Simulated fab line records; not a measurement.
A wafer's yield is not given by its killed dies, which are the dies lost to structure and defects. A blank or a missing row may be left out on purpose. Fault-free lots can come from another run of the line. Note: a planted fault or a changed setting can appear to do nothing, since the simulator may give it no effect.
Which tool was responsible?    flow n5_finfet    13 lots with 39 wafers sampled at 3 steps, on a route of 1938 steps

== WHAT THE GAUGES SHOWED, per wafer ==
N5_BEOL_M4_RC_MEAS_101.
lot   measured      on         DIBL_N (mV/V)   DIBL_P (mV/V)   EOT_N              IGATE_N (nA/um)       IGATE_P (nA/um)       IOFF_N (nA/um)     IOFF_P (nA/um)  IOFF_P_LONG (nA/um)         ION_N (uA/um)  ION_P (uA/um)  SS_N (mV/dec)   SS_P (mV/dec)   VT_N (mV)    VT_P (mV)
L170  day 7 18:44   prober-02  37.2 35.0 35.2  39.2 38.2 36.6  10.46 10.47 10.47  0.0140 0.0144 0.0160  0.0043 0.0044 0.0049  0.199 0.160 0.161  0.27 0.24 0.22  0.000114 0.000114 0.00011   681 672 684    469 465 467    72.2 71.1 71.0  74.2 73.9 73.7  247 248 248  -244 -246 -247
L171  day 7 23:58   prober-01  34.0 35.2 34.4  32.5 34.1 34.2  10.49 10.56 10.61  0.0136 0.0120 0.0108  0.0042 0.0037 0.0033  0.114 0.133 0.126  0.16 0.18 0.18  0.000107 0.000108 0.000107  661 670 659    457 464 452    70.3 70.6 71.3  72.7 73.5 73.0  255 253 255  -255 -251 -250
L172  day 8 11:07   prober-01  38.6 34.7 34.8  38.5 32.9 34.2  10.57 10.62 10.68  0.0117 0.0120 0.0117  0.0035 0.0037 0.0035  0.217 0.139 0.144  0.30 0.21 0.22  0.000117 0.000116 0.000116  674 671 673    468 463 460    72.4 71.0 71.6  74.4 72.9 73.5  248 251 251  -244 -249 -248
L174  day 8 23:14   prober-01  35.8 36.4 36.6  36.2 37.6 37.3  10.53 10.53 10.58  0.0149 0.0130 0.0103  0.0044 0.0038 0.0030  0.162 0.186 0.188  0.18 0.19 0.19  8.9e-05 9e-05 8.9e-05       676 688 673    452 469 453    71.3 71.3 72.3  73.1 73.7 73.8  253 246 251  -258 -252 -253
L175  day 9 02:27   prober-02  35.6 38.0 37.0  36.1 39.5 37.8  10.38 10.48 10.28  0.0150 0.0134 0.0170  0.0045 0.0041 0.0051  0.174 0.237 0.203  0.24 0.32 0.27  0.000123 0.000117 0.000121  679 694 691    472 484 481    71.7 72.4 71.8  73.4 73.6 73.5  247 243 243  -243 -242 -243
L177  day 9 17:50   prober-02  36.0 35.9 35.6  36.9 36.5 35.6  10.71 10.44 10.39  0.0107 0.0145 0.0150  0.0032 0.0044 0.0046  0.162 0.157 0.153  0.21 0.20 0.20  0.000104 0.000105 0.000103  676 682 674    465 459 462    72.1 71.7 71.3  73.2 72.6 73.1  247 248 248  -251 -250 -250
L178  day 10 02:28  prober-02  33.7 35.1 33.6  32.3 34.0 32.7  10.47 10.58 10.49  0.0159 0.0150 0.0161  0.0047 0.0045 0.0048  0.114 0.131 0.112  0.16 0.19 0.17  9.9e-05 0.000101 0.000105   666 674 666    458 463 467    70.7 71.6 72.0  72.2 72.7 72.5  256 255 255  -253 -253 -255
L180  day 10 11:20  prober-02  37.7 35.7 34.8  38.4 35.6 34.8  10.60 10.45 10.49  0.0112 0.0131 0.0136  0.0034 0.0040 0.0041  0.186 0.148 0.139  0.26 0.22 0.21  0.000114 0.000113 0.000114  680 662 677    466 463 465    72.5 71.3 70.7  74.4 73.1 73.3  250 250 250  -245 -248 -248
L182  day 11 00:10  prober-02  35.2 34.1 35.6  34.3 33.3 35.7  10.63 10.49 10.53  0.0095 0.0112 0.0107  0.0028 0.0033 0.0032  0.139 0.125 0.146  0.16 0.15 0.17  8.5e-05 8.7e-05 8.5e-05     649 659 653    445 449 445    71.2 70.1 71.2  73.1 73.0 73.2  252 251 254  -256 -256 -256
L183  day 11 01:20  prober-02  34.1 35.7 36.3  33.8 35.6 36.0  10.50 10.52 10.40  0.0131 0.0129 0.0129  0.0040 0.0039 0.0040  0.115 0.138 0.146  0.16 0.18 0.19  9.4e-05 9.2e-05 9.5e-05     656 673 661    450 454 452    71.3 72.0 71.7  72.5 72.6 73.2  254 254 253  -253 -255 -254
L184  day 11 20:35  prober-01  36.5 36.3 35.8  35.6 37.1 35.7  10.43 10.54 10.58  0.0125 0.0123 0.0112  0.0037 0.0037 0.0034  0.155 0.163 0.149  0.21 0.23 0.20  0.000108 0.000106 0.000104  667 668 663    460 465 460    71.5 71.2 71.9  73.4 72.8 72.5  252 250 250  -252 -247 -248
L188  day 12 16:40  prober-02  39.0 37.4 37.7  38.9 36.9 37.7  10.44 10.24 10.49  0.0125 0.0395 0.0111  0.0037 0.0118 0.0033  0.201 0.182 0.175  0.28 0.25 0.26  0.000113 0.000135 0.000119  685 697 677    474 486 472    71.8 72.2 71.4  74.3 74.2 74.6  246 249 248  -246 -245 -244
L189  day 12 11:26  prober-01  35.3 34.3 34.0  34.9 33.2 33.3  10.62 10.59 10.55  0.0111 0.0100 0.0128  0.0033 0.0030 0.0038  0.143 0.123 0.126  0.18 0.17 0.18  0.000102 0.000101 0.000101  676 666 667    459 457 460    71.4 70.4 70.9  72.9 72.6 72.6  252 254 252  -253 -254 -252

== WHICH TOOL RAN EACH LOT (tool, then ch and the chambers of the sampled wafers, then the start) ==
lot   N5_HKMG_FIN_ETCH_35                N5_BEOL_M4_SPUTTER_92
L170  rie_diel-01 ch 0,1,3, day 4 04:16  pvd_sputter-02, day 7 14:31
L171  rie_diel-06 ch 1,3, day 4 08:26    pvd_sputter-03, day 7 19:22
L172  rie_diel-01 ch 0,1,3, day 4 15:31  pvd_sputter-03, day 8 06:08
L174  rie_diel-06 ch 1,2, day 5 07:49    pvd_sputter-03, day 8 19:03
L175  rie_diel-01 ch 1,2,3, day 5 12:22  pvd_sputter-03, day 8 22:09
L177  rie_diel-01 ch 1,2,3, day 6 00:53  pvd_sputter-01, day 9 14:12
L178  rie_diel-01 ch 0,1,2, day 6 07:30  pvd_sputter-02, day 9 20:26
L180  rie_diel-05 ch 0,2, day 6 19:53    pvd_sputter-01, day 10 08:20
L182  rie_diel-05 ch 2,3, day 7 07:32    pvd_sputter-02, day 10 22:27
L183  rie_diel-06 ch 2,3, day 7 11:34    pvd_sputter-01, day 10 23:35
L184  rie_diel-05 ch 0,1,3, day 7 19:22  pvd_sputter-01, day 11 17:28
L188  rie_diel-06 ch 0,1,2, day 8 17:48  pvd_sputter-03, day 12 15:05
L189  rie_diel-01 ch 0,1,3, day 9 01:37  pvd_sputter-01, day 12 09:51
- N5_HKMG_FIN_ETCH_35: etches SOC in N2/H2, target depth 215.8 nm, time 243.4 s.
- N5_BEOL_M4_SPUTTER_92: material Cu, target thk 4.5 nm, time 8.29 s.

== AS READ BY THE TOOLS THEMSELVES (means over the sampled wafers that have a number; for cases with no such wafer, the mark the record gives instead) ==
N5_HKMG_FIN_ETCH_35.
lot   tool         drypump_motor_current_A (A)  oes_product_au (a.u.)  rf_vpp_V (V)  showerhead_plenum_p_Torr (Torr)  throttle_valve_pct (%)
L170  rie_diel-01  5.7                          0.76                   142.1         2.51                             17.89
L171  rie_diel-06  6.0                          0.87                   141.7         2.69                             17.98
L172  rie_diel-01  5.7                          0.76                   140.9         2.51                             17.88
L174  rie_diel-06  6.1                          0.85                   142.4         2.65                             17.93
L175  rie_diel-01  5.5                          0.78                   140.8         2.48                             17.74
L177  rie_diel-01  5.4                          0.78                   141.1         2.48                             17.73
L178  rie_diel-01  5.7                          0.74                   141.1         2.50                             17.98
L180  rie_diel-05  5.6                          0.89                   140.9         2.47                             17.83
L182  rie_diel-05  5.4                          0.88                   142.6         2.55                             17.84
L183  rie_diel-06  5.8                          0.71                   141.2         2.55                             18.08
L184  rie_diel-05  5.5                          0.90                   142.9         2.59                             17.54
L188  rie_diel-06  5.6                          0.90                   142.4         2.63                             17.96
L189  rie_diel-01  5.7                          0.72                   140.7         2.49                             17.95

N5_BEOL_M4_SPUTTER_92.
lot   tool            throttle_valve_pct (%)
L170  pvd_sputter-02  29.0
L171  pvd_sputter-03  29.8
L172  pvd_sputter-03  29.4
L174  pvd_sputter-03  30.0
L175  pvd_sputter-03  29.2
L177  pvd_sputter-01  30.1
L178  pvd_sputter-02  28.9
L180  pvd_sputter-01  30.2
L182  pvd_sputter-02  30.0
L183  pvd_sputter-01  29.5
L184  pvd_sputter-01  30.2
L188  pvd_sputter-03  29.8
L189  pvd_sputter-01  30.0

== THE ANSWER, worked out from the rows above alone ==
Rule: the lots themselves supply what counts as usual. Put in order of their means at a reading, lots are off if they are a third of the lots or fewer, leave a main group of 4 or more, and stand apart from it by a gap of 3 or more times the standard deviation of the main group's means; of several such gaps the widest counts. The tables above print the reading to a certain number of digits; a main group whose means all agree to those digits is not used. A lot without any number at a reading at which 4 lots or more have one is off too. The other lots that the step has rows for count as sound. The gauges are gone through in route order, then the tools' own readings, and for those a lot's mean is taken as printed above. At the first step where some lot is off, the reading lying furthest off is the one used; lots without a number count as furthest.
Off: L188, seen at N5_BEOL_M4_RC_MEAS_101 (IGATE_N). The main group: mean 0.0129 nA/um, standard deviation 0.0015.
A tool fits if, at a process step before that reading, it ran every lot that is off, and no sound lot after the first of them. Those tools and the gauges at N5_BEOL_M4_RC_MEAS_101 are tried in the same way. Can't be told from this: 3 tools fit, rie_diel-06 at N5_HKMG_FIN_ETCH_35, pvd_sputter-03 at N5_BEOL_M4_SPUTTER_92, prober-02 at N5_BEOL_M4_RC_MEAS_101.

== WHAT THE SIMULATOR HAD INSERTED ==
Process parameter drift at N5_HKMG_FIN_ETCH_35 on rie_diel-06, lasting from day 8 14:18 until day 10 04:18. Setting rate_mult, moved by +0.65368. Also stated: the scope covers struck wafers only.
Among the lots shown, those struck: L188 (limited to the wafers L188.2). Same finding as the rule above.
